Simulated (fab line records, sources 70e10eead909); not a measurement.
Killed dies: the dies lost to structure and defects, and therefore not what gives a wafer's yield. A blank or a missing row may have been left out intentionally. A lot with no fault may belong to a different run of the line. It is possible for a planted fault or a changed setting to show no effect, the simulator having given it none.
fab line records	flow nandHarc	part 1 of 2: steps 1 to 25 of 34
record: lots: 5	wafers: 15	lastDay: 24
route steps=1159 shown A_STAIRCASE@702
lots that met no fault: taken from a fault-free run of the same line
startH: hours from the record's opening day to when the first of the lot's shown wafers began	waitH: hours from the lot's prior step to this one	" unchanged from the row above	L1.1+2: several wafers, shown together as one row	- value missing, or start not given	* or withheld: withheld	< > ~ a bound
route shown NAME@n: a module of which the file shows steps, and the number in the route of the first	usual: mean/standard deviation taken from wafers without a fault	same: alike in all rows	chamber/n: place in a boat	sites: the reading at each site	_std_site: their standard deviation	_edge_site: mean of outer sites minus mean of inner sites	radiusMm: for every site, how far away it sits from the centre of the wafer	mask NAME#n: copy n	behind: the tool/chamber that last shaped the wafer	hold: why the lot was held/for how many hours/how that ended	device: whichever transistor did not switch (one of n, p or np)	end of line: tests of these same wafers at the route's end	a step with no rows: only its recipe	killed: dies that structure and defects cost at the first sort, which is not the same as the wafer's yield	map: the dies of a wafer, with x for killed, . for not killed, _ for no die there
set.NAME: the run value of the setting; set.NAME@STEP: its run value at that earlier step	model.NAME: the simulator's own value behind a step, which no gauge read
lots seen at some steps along the route; tables by step, rows by wafer
services: when a tool's chamber went out of use (startH, in hours from the record's first day, below 0 if earlier), for how many hours, and the reason
== steps ==
step: NHARC_A_STAIRCASE_WET_418
recipe: tempC: 160	targetDepthA: 200	chemistry: H3PO4
usual: bathHeatDutyPct: 24/3.9
lot.wafer	tool	chamber	startH	waitH	bathHeatDutyPct
L080.1	wetH3po4-01	0	309.07	-	30
L080.5	"	0	"	"	29
L080.6	"	0	"	"	31
L082.2	wetH3po4-01	1	318.74	-	21
L082.3	"	1	"	"	22
L082.6	"	1	"	"	21
L089.1	wetH3po4-01	1	354.66	-	20
L089.3	"	1	"	"	22
L089.6	"	1	"	"	21
L092.2	wetH3po4-02	1	381.14	-	21
L092.5	"	1	"	"	21
L092.6	"	1	"	"	20
L096.2	wetH3po4-01	0	391.41	-	32
L096.3	"	0	"	"	31
L096.5	"	0	"	"	29
step: NHARC_A_STAIRCASE_PRECLEAN_419
recipe: timeS: *	tempC: 50	bathAgeMin: 0	chemistry: SC1
usual: bathHeatDutyPct: 7.0/0.68
lot.wafer	tool	chamber	startH	waitH	bathHeatDutyPct
L080.5	wetBench-02	6	309.65	0.0	7.4
L080.6	"	7	"	"	6.6
L080.1	"	0	"	"	7.0
L082.3	wetBench-02	1	319.32	0.0	6.1
L082.6	"	2	"	"	7.8
L082.2	"	3	"	"	8.4
L089.6	wetBench-04	1	355.24	0.0	7.9
L089.3	"	4	"	"	7.3
L089.1	"	5	"	"	6.6
L092.5	wetBench-07	1	381.72	0.0	7.4
L092.6	"	5	"	"	7.4
L092.2	"	6	"	"	6.5
L096.2	wetBench-02	5	392.00	0.0	8.3
L096.5	"	0	"	"	7.5
L096.3	"	1	"	"	5.9
step: NHARC_A_STAIRCASE_SRD_421
lot.wafer	tool	chamber	startH	waitH
L080.5+6+1	wetBench-02	6,7,0	-	-
L082.3+6+2	wetBench-02	1,2,3	-	-
L089.6+3+1	wetBench-04	1,4,5	-	-
L092.5+6+2	wetBench-07	1,5,6	-	-
L096.2+5+3	wetBench-02	5,0,1	392.06	0.0
step: NHARC_A_STAIRCASE_ALD_420
recipe: targetThkA: 200	pulseTimeS: 6	aldCycles: 200	tempC: 300	material: SiO2
usual: heaterPowerW: 487/52	precursorPulseHeightRel: 1.003/0.019
lot.wafer	tool	chamber	startH	waitH	heaterPowerW	precursorPulseHeightRel
L080.1	aldHk-03	3	310.74	-	450	0.958
L080.5	"	0	"	"	466	1.022
L080.6	"	1	"	"	472	1.003
L082.2	aldHk-03	2	320.37	-	561	0.997
L082.3	"	1	"	"	459	0.990
L082.6	"	2	"	"	571	0.982
L089.3	aldHk-04	1	355.70	-	594	1.009
L089.1	"	2	"	"	517	1.010
L089.6	"	0	"	"	513	1.015
L092.2	aldHk-04	1	382.18	-	553	1.010
L092.6	"	3	"	"	528	1.003
L092.5	"	0	"	"	456	1.005
L096.3	aldHk-04	1	393.41	1.3	550	1.025
L096.2	"	2	"	"	521	0.973
L096.5	"	3	"	"	534	0.993
step: NHARC_A_STAIRCASE_CVD_552
recipe: targetThkA: 400	tempC: 700	pressureMtorr: 300	material: SiNx
usual: zonePowerTopPct: 25.5/1.7	zonePowerUpperPct: 10.8/0.88
lot.wafer	tool	chamber	startH	waitH	zonePowerTopPct	zonePowerUpperPct
L080.1	lpcvd-02	0	315.42	4.4	25.4	10.7
L080.5	"	0	"	"	26.1	10.9
L080.6	"	0	"	"	26.0	10.8
L082.2	lpcvd-02	1	-	-	23.1	10.9
L082.3	"	1	"	"	23.3	11.0
L082.6	"	1	"	"	22.9	10.9
L089.1	lpcvd-01	0	-	-	27.4	9.4
L089.3	"	0	"	"	28.0	9.6
L089.6	"	0	"	"	27.4	9.4
L092.2	lpcvd-01	1	-	-	24.6	11.8
L092.5	"	1	"	"	24.0	11.9
L092.6	"	1	"	"	24.4	11.8
L096.2	lpcvd-01	0	-	-	27.7	9.4
L096.3	"	0	"	"	28.2	9.3
L096.5	"	0	"	"	27.3	9.5
step: NHARC_A_STAIRCASE_DEP_151
recipe: targetThkA: 38000	tempC: 400	targetThkNm: 3800	teosFlowSccm: 200	rfW: 500	material: SiO2
usual: heaterPowerW: 649/83
lot.wafer	tool	chamber	startH	waitH	heaterPowerW
L080.1	pecvd-01	1	319.09	0.5	705
L080.5	"	1	"	"	617
L080.6	"	2	"	"	575
L082.2	pecvd-04	1	328.02	0.5	797
L082.3	"	2	"	"	663
L082.6	"	2	"	"	553
L089.3	pecvd-03	0	363.67	0.4	687
L089.1	"	2	"	"	659
L089.6	"	2	"	"	530
L092.2	pecvd-01	0	390.32	0.6	631
L092.6	"	2	"	"	594
L092.5	"	0	"	"	544
L096.2	pecvd-01	0	401.88	0.6	683
L096.3	"	0	"	"	549
L096.5	"	0	"	"	543
step: NHARC_A_STAIRCASE_ANNEAL_320
recipe: tempC: 750	timeS: 1800
usual: zonePowerTopPct: 23.3/1.1	zonePowerUpperPct: 13.6/0.35
lot.wafer	tool	chamber	startH	waitH	zonePowerTopPct	zonePowerUpperPct
L080.1	furnace-03	0	326.57	-	25.5	13.9
L080.5	"	0	"	"	26.1	14.1
L080.6	"	0	"	"	25.9	14.2
L082.2	furnace-05	0	331.61	-	22.4	13.7
L082.3	"	0	"	"	22.7	13.9
L082.6	"	0	"	"	22.6	13.6
L089.1	furnace-05	0	367.64	-	22.8	13.8
L089.3	"	0	"	"	22.6	13.5
L089.6	"	0	"	"	22.6	13.7
L092.2	furnace-05	0	393.82	-	22.6	13.7
L092.5	"	0	"	"	22.7	13.6
L092.6	"	0	"	"	22.4	13.7
L096.2	furnace-05	0	403.78	1.8	22.7	13.9
L096.3	"	0	"	"	22.8	13.8
L096.5	"	0	"	"	23.4	13.5
step: NHARC_A_STAIRCASE_DEP_322
recipe: targetThkA: 38000	tempC: 400	targetThkNm: 3800	teosFlowSccm: 200	rfW: 500	material: SiO2
usual: heaterPowerW: 640/80
lot.wafer	tool	chamber	startH	waitH	heaterPowerW
L080.1	pecvd-03	2	329.97	0.1	641
L080.5	"	2	"	"	536
L080.6	"	1	"	"	676
L082.3	pecvd-04	0	335.01	0.1	816
L082.2	"	1	"	"	819
L082.6	"	2	"	"	555
L089.3	pecvd-03	2	371.28	0.3	614
L089.1	"	0	"	"	670
L089.6	"	2	"	"	532
L092.2	pecvd-03	2	397.25	0.2	632
L092.5	"	2	"	"	534
L092.6	"	0	"	"	556
L096.3	pecvd-03	0	407.23	0.1	678
L096.2	"	1	"	"	746
L096.5	"	2	"	"	547
step: NHARC_A_STAIRCASE_ANNEAL_323
recipe: tempC: 750	timeS: 1800
usual: zonePowerTopPct: 24.0/1.3	zonePowerUpperPct: 13.5/0.46
lot.wafer	tool	chamber	startH	waitH	zonePowerTopPct	zonePowerUpperPct
L080.1	furnace-03	0	337.67	-	25.6	14.3
L080.5	"	0	"	"	25.8	14.0
L080.6	"	0	"	"	26.1	14.1
L082.2	furnace-03	0	337.67	-	26.0	14.2
L082.3	"	0	"	"	25.6	14.2
L082.6	"	0	"	"	25.6	14.0
L089.1	furnace-05	0	377.04	-	22.4	13.7
L089.3	"	0	"	"	22.8	13.7
L089.6	"	0	"	"	22.7	13.8
L092.2	furnace-05	0	400.85	-	22.6	13.4
L092.5	"	0	"	"	22.8	13.9
L092.6	"	0	"	"	23.1	13.6
L096.2	furnace-02	0	415.93	-	24.6	13.0
L096.3	"	0	"	"	24.5	13.0
L096.5	"	0	"	"	24.9	13.1
step: NHARC_A_STAIRCASE_DEP_325
recipe: targetThkA: 38000	tempC: 400	targetThkNm: 3800	teosFlowSccm: 200	rfW: 500	material: SiO2
usual: heaterPowerW: 644/73
lot.wafer	tool	chamber	startH	waitH	heaterPowerW
L080.1	pecvd-04	2	341.25	0.3	690
L080.6	"	0	"	"	678
L080.5	"	2	"	"	584
L082.3	pecvd-03	1	341.25	0.3	830
L082.2	"	2	"	"	608
L082.6	"	0	"	"	560
L089.3	pecvd-03	1	380.48	0.1	774
L089.1	"	0	"	"	638
L089.6	"	0	"	"	568
L092.2	pecvd-01	0	404.21	0.1	671
L092.6	"	0	"	"	545
L092.5	"	1	"	"	609
L096.2	pecvd-04	1	419.35	0.1	684
L096.3	"	2	"	"	603
L096.5	"	2	"	"	596
step: NHARC_A_STAIRCASE_ANNEAL_326
recipe: tempC: 750	timeS: 1800
usual: zonePowerTopPct: 23.8/1.4	zonePowerUpperPct: 13.6/0.44
lot.wafer	tool	chamber	startH	waitH	zonePowerTopPct	zonePowerUpperPct
L080.1	furnace-02	0	345.55	-	24.2	13.0
L080.5	"	0	"	"	24.7	12.9
L080.6	"	0	"	"	24.6	13.0
L082.2	furnace-02	0	345.55	-	24.8	13.0
L082.3	"	0	"	"	24.8	12.9
L082.6	"	0	"	"	24.5	12.7
L089.1	furnace-05	0	384.15	-	22.8	13.8
L089.3	"	0	"	"	23.3	13.9
L089.6	"	0	"	"	23.0	13.8
L092.2	furnace-02	0	410.03	5.7	25.1	12.9
L092.5	"	0	"	"	24.8	12.8
L092.6	"	0	"	"	24.9	12.6
L096.2	furnace-03	0	426.37	-	25.7	14.2
L096.3	"	0	"	"	25.8	14.1
L096.5	"	0	"	"	25.7	14.2
step: NHARC_A_STAIRCASE_DEHYDRATE_433
recipe: tempC: 150	timeS: 120
usual: resistLineTempC: 23.00/0.1
lot.wafer	tool	chamber	startH	waitH	resistLineTempC
L080.1	lithoTrack-02	0	348.91	0.1	23.00
L080.5	"	0	"	"	22.96
L080.6	"	0	"	"	22.97
L082.2	lithoTrack-03	0	348.91	0.1	23.19
L082.3	"	0	"	"	23.10
L082.6	"	0	"	"	23.09
L089.1	lithoTrack-02	0	387.53	0.1	22.94
L089.3	"	0	"	"	22.92
L089.6	"	0	"	"	23.09
L092.2	lithoTrack-03	0	413.39	0.1	23.08
L092.5	"	0	"	"	23.03
L092.6	"	0	"	"	22.95
L096.2	lithoTrack-02	0	429.77	0.1	23.01
L096.3	"	0	"	"	22.94
L096.5	"	0	"	"	22.87
step: NHARC_A_STAIRCASE_HMDS_434
recipe: timeS: 30
usual: resistLineTempC: 22.99/0.1
lot.wafer	tool	chamber	startH	waitH	resistLineTempC
L080.1	lithoTrack-02	0	-	-	22.84
L080.5	"	0	"	"	23.03
L080.6	"	0	"	"	22.92
L082.2	lithoTrack-03	0	-	-	22.86
L082.3	"	0	"	"	22.88
L082.6	"	0	"	"	22.89
L089.1	lithoTrack-02	0	-	-	23.05
L089.3	"	0	"	"	23.05
L089.6	"	0	"	"	23.18
L092.2	lithoTrack-03	0	-	-	22.98
L092.5	"	0	"	"	22.84
L092.6	"	0	"	"	23.06
L096.2	lithoTrack-02	0	-	-	23.12
L096.3	"	0	"	"	22.99
L096.5	"	0	"	"	22.90
step: NHARC_A_STAIRCASE_COAT_435
recipe: spinRpm: 1200
usual: resistLineTempC: 23.00/0.1	spinSpeedRpm: 1200.2/0.81
lot.wafer	tool	chamber	startH	waitH	resistLineTempC	spinSpeedRpm
L080.1	lithoTrack-02	0	-	-	22.99	1201.2
L080.5	"	0	"	"	23.11	1199.6
L080.6	"	0	"	"	23.08	1199.7
L082.2	lithoTrack-03	0	-	-	23.15	1199.2
L082.3	"	0	"	"	23.07	1200.6
L082.6	"	0	"	"	23.03	1199.6
L089.1	lithoTrack-02	0	-	-	22.94	1199.2
L089.3	"	0	"	"	23.02	1201.2
L089.6	"	0	"	"	22.80	1200.1
L092.2	lithoTrack-03	0	-	-	22.98	1200.5
L092.5	"	0	"	"	23.00	1201.1
L092.6	"	0	"	"	22.92	1200.7
L096.2	lithoTrack-02	0	-	-	23.05	1200.9
L096.3	"	0	"	"	23.21	1200.9
L096.5	"	0	"	"	23.10	1199.5
step: NHARC_A_STAIRCASE_SOFTBAKE_436
recipe: tempC: 135	timeS: 170
usual: resistLineTempC: 22.98/0.1
lot.wafer	tool	chamber	startH	waitH	resistLineTempC
L080.1	lithoTrack-02	0	-	-	22.95
L080.5	"	0	"	"	23.09
L080.6	"	0	"	"	22.96
L082.2	lithoTrack-03	0	-	-	22.90
L082.3	"	0	"	"	22.88
L082.6	"	0	"	"	22.92
L089.1	lithoTrack-02	0	-	-	22.87
L089.3	"	0	"	"	22.99
L089.6	"	0	"	"	23.11
L092.2	lithoTrack-03	0	-	-	22.96
L092.5	"	0	"	"	23.06
L092.6	"	0	"	"	22.84
L096.2	lithoTrack-02	0	-	-	22.93
L096.3	"	0	"	"	22.87
L096.5	"	0	"	"	23.07
step: NHARC_A_STAIRCASE_EBR_437
usual: resistLineTempC: 23.00/0.11
lot.wafer	tool	chamber	startH	waitH	resistLineTempC
L080.1	lithoTrack-02	0	-	-	23.01
L080.5	"	0	"	"	23.01
L080.6	"	0	"	"	22.96
L082.2	lithoTrack-03	0	-	-	23.12
L082.3	"	0	"	"	22.97
L082.6	"	0	"	"	23.16
L089.1	lithoTrack-02	0	-	-	22.93
L089.3	"	0	"	"	23.17
L089.6	"	0	"	"	23.07
L092.2	lithoTrack-03	0	-	-	23.07
L092.5	"	0	"	"	23.05
L092.6	"	0	"	"	22.92
L096.2	lithoTrack-02	0	-	-	23.04
L096.3	"	0	"	"	23.20
L096.5	"	0	"	"	23.04
step: NHARC_A_STAIRCASE_EXPOSE_438
recipe: na: 0.5	doseMj: 28.97	maskId: STAIR_REV
lot.wafer	tool	chamber	startH	waitH	mask
L082.2+3+6	krfScanner-03	0	349.12	-	STAIR_REV#0
L080.1+5+6	krfScanner-03	0	349.15	-	STAIR_REV#0
L089.1+3+6	krfScanner-03	0	387.74	-	STAIR_REV#0
L092.2+5+6	krfScanner-03	0	413.61	-	STAIR_REV#0
L096.2+3+5	krfScanner-03	0	430.30	-	STAIR_REV#0
step: NHARC_A_STAIRCASE_PEB_439
recipe: pebTempC: 115	pebTimeS: 130
usual: resistLineTempC: 23.00/0.097
lot.wafer	tool	chamber	startH	waitH	resistLineTempC
L082.2	lithoTrack-07	0	349.19	0.1	22.99
L082.3	"	0	"	"	22.89
L082.6	"	0	"	"	22.86
L080.1	lithoTrack-02	0	349.22	0.1	23.07
L080.5	"	0	"	"	23.13
L080.6	"	0	"	"	23.04
L089.1	lithoTrack-03	0	387.80	0.1	23.02
L089.3	"	0	"	"	23.01
L089.6	"	0	"	"	22.99
L092.2	lithoTrack-07	0	413.67	0.1	22.88
L092.5	"	0	"	"	22.94
L092.6	"	0	"	"	22.92
L096.2	lithoTrack-07	0	430.36	0.1	22.89
L096.3	"	0	"	"	23.02
L096.5	"	0	"	"	23.00
step: NHARC_A_STAIRCASE_DEVELOP_440
recipe: timeS: 140
usual: resistLineTempC: 23.00/0.095
lot.wafer	tool	chamber	startH	waitH	resistLineTempC
L082.2	lithoTrack-07	0	-	-	23.16
L082.3	"	0	"	"	22.97
L082.6	"	0	"	"	22.91
L080.1	lithoTrack-02	0	-	-	22.91
L080.5	"	0	"	"	22.88
L080.6	"	0	"	"	22.96
L089.1	lithoTrack-03	0	-	-	23.12
L089.3	"	0	"	"	23.08
L089.6	"	0	"	"	23.02
L092.2	lithoTrack-07	0	-	-	22.91
L092.5	"	0	"	"	23.09
L092.6	"	0	"	"	23.11
L096.2	lithoTrack-07	0	-	-	22.99
L096.3	"	0	"	"	22.88
L096.5	"	0	"	"	23.01
step: NHARC_A_STAIRCASE_HARDBAKE_442
recipe: tempC: 120	timeS: 140
usual: resistLineTempC: 23.01/0.1
lot.wafer	tool	chamber	startH	waitH	resistLineTempC
L082.2	lithoTrack-02	0	349.42	-	22.82
L082.3	"	0	"	"	23.00
L082.6	"	0	"	"	22.78
L080.1	lithoTrack-07	0	349.44	-	23.15
L080.5	"	0	"	"	23.06
L080.6	"	0	"	"	23.08
L089.1	lithoTrack-02	0	388.02	-	22.97
L089.3	"	0	"	"	23.01
L089.6	"	0	"	"	23.18
L092.2	lithoTrack-03	0	413.90	-	22.76
L092.5	"	0	"	"	22.85
L092.6	"	0	"	"	23.08
L096.2	lithoTrack-02	0	430.58	-	23.11
L096.3	"	0	"	"	23.06
L096.5	"	0	"	"	23.03
step: NHARC_A_STAIRCASE_DESCUM_443
recipe: timeS: 3	o2FlowSccm: 200	arFlowSccm: 0	biasPowerW: 0	chemistry: O2
usual: drypumpMotorCurrentA: 5.55/0.27	oesProductAu: 0.998/0.0081	rfVppV: 57.7/0.88	showerheadPlenumPTorr: 1.90/0.08	throttleValvePct: 11.311/0.0089
lot.wafer	tool	chamber	startH	waitH	drypumpMotorCurrentA	oesProductAu	rfHoursCounterH	rfVppV	showerheadPlenumPTorr	throttleValvePct
L082.3	rieDiel-01	2	349.50	-	5.66	0.998	9	59.6	1.95	11.306
L082.2	"	1	"	"	5.61	1.005	9	57.8	2.05	11.309
L082.6	"	1	"	"	5.63	1.004	-	60.2	2.05	11.314
L080.1	rieDiel-08	3	349.56	-	5.78	0.992	15	57.2	1.78	11.336
L080.6	"	0	"	"	5.81	0.994	-	57.2	1.80	11.313
L080.5	"	1	"	"	5.42	1.009	-	58.2	1.88	11.305
L089.1	rieDiel-08	2	388.12	-	5.56	1.002	28	57.7	1.97	11.315
L089.3	"	3	"	"	5.77	0.992	32	56.8	1.78	11.308
L089.6	"	2	"	"	5.55	1.006	-	58.9	1.97	11.299
L092.2	rieDiel-09	1	414.00	-	5.57	0.997	60	58.7	1.90	11.321
L092.6	"	0	"	"	4.94	0.995	-	56.7	1.86	11.324
L092.5	"	1	"	"	5.55	0.997	-	57.6	1.90	11.306
L096.3	rieDiel-08	1	430.68	-	5.41	1.001	46	58.5	1.87	11.305
L096.2	"	2	"	"	5.58	0.999	42	58.1	1.96	11.290
L096.5	"	0	"	"	5.73	0.990	-	57.3	1.79	11.305
step: NHARC_A_STAIRCASE_ETCH_444
recipe: targetDepthA: 1.02e+05	timeS: 3400	c4f8FlowSccm: 20	o2FlowSccm: 10	arFlowSccm: withheld	rfW: 600	biasW: 1000	chemistry: C4F8/O2
usual: oesProductAu: 0.929/0.014	rfVppV: 806/4.4
lot.wafer	tool	chamber	startH	waitH	oesProductAu	rfHoursCounterH	rfVppV
L082.3	rieDiel-01	1	349.61	0.1	0.940	9	815
L082.2	"	0	"	"	0.942	10	806
L082.6	"	1	"	"	0.946	-	814
L080.1	rieDiel-08	2	349.91	0.3	0.947	15	810
L080.6	"	1	"	"	0.943	-	806
L080.5	"	2	"	"	0.962	-	810
L089.3	rieDiel-08	3	388.49	0.4	0.914	33	800
L089.1	"	1	"	"	0.921	32	805
L089.6	"	3	"	"	0.919	-	800
L092.2	rieDiel-09	2	414.54	0.5	0.923	53	802
L092.5	"	0	"	"	0.922	-	804
L092.6	"	1	"	"	0.927	-	806
L096.2	rieDiel-08	2	431.46	0.8	0.927	43	810
L096.3	"	3	"	"	0.909	48	799
L096.5	"	0	"	"	0.912	-	801
step: NHARC_A_STAIRCASE_STRIP_446
recipe: powerW: 1500	tempC: 250	chemistry: O2
usual: drypumpMotorCurrentA: 5.58/0.17	heaterPowerW: 329/29
lot.wafer	tool	chamber	startH	waitH	drypumpMotorCurrentA	heaterPowerW	rfHoursCounterH
L080.1	plasmaAsher-02	1	351.93	0.0	5.75	344	56
L080.5	"	1	"	"	5.75	341	-
L080.6	"	0	"	"	5.27	331	-
L082.2	plasmaAsher-01	0	352.54	0.2	5.63	350	23
L082.3	"	1	"	"	5.65	276	-
L082.6	"	1	"	"	5.62	279	-
L089.1	plasmaAsher-01	1	390.52	0.0	5.67	279	37
L089.3	"	0	"	"	5.64	356	-
L089.6	"	1	"	"	5.63	284	-
L092.2	plasmaAsher-02	0	416.31	0.0	5.28	348	14
L092.6	"	0	"	"	5.28	351	-
L092.5	"	1	"	"	5.75	349	-
L096.2	plasmaAsher-02	1	433.30	0.1	5.76	355	19
L096.3	"	0	"	"	5.32	339	-
L096.5	"	1	"	"	5.76	342	-
step: NHARC_A_STAIRCASE_STRIP_447
recipe: timeS: 900	tempC: 130	chemistry: SPM
usual: bathHeatDutyPct: 14.7/1.2
lot.wafer	tool	chamber	startH	waitH	bathHeatDutyPct
L080.6	wetBench-02	4	352.28	0.1	14.0
L080.1	"	6	"	"	15.6
L080.5	"	1	"	"	12.6
L082.2	wetBench-02	0	352.89	0.3	14.6
L082.6	"	3	"	"	14.1
L082.3	"	4	"	"	13.7
L089.3	wetBench-02	2	390.87	0.2	15.1
L089.6	"	6	"	"	14.7
L089.1	"	7	"	"	13.6
L092.2	wetBench-07	6	416.72	0.4	14.3
L092.5	"	2	"	"	13.6
L092.6	"	3	"	"	14.2
L096.5	wetBench-04	3	433.61	0.1	15.6
L096.2	"	4	"	"	14.0
L096.3	"	6	"	"	15.9
step: NHARC_A_STAIRCASE_PRECLEAN_448
recipe: timeS: *	tempC: 50	bathAgeMin: 0	chemistry: SC1
usual: bathHeatDutyPct: 7.0/0.66
lot.wafer	tool	chamber	startH	waitH	bathHeatDutyPct
L080.6	wetBench-02	4	-	-	6.1
L080.1	"	6	"	"	7.3
L080.5	"	1	"	"	6.0
L082.2	wetBench-02	0	-	-	6.8
L082.6	"	3	"	"	7.1
L082.3	"	4	"	"	6.7
L089.3	wetBench-02	2	-	-	7.3
L089.6	"	6	"	"	7.4
L089.1	"	7	"	"	6.5
L092.2	wetBench-07	6	-	-	6.4
L092.5	"	2	"	"	6.2
L092.6	"	3	"	"	7.3
L096.5	wetBench-04	3	-	-	7.2
L096.2	"	4	"	"	6.2
L096.3	"	6	"	"	7.8
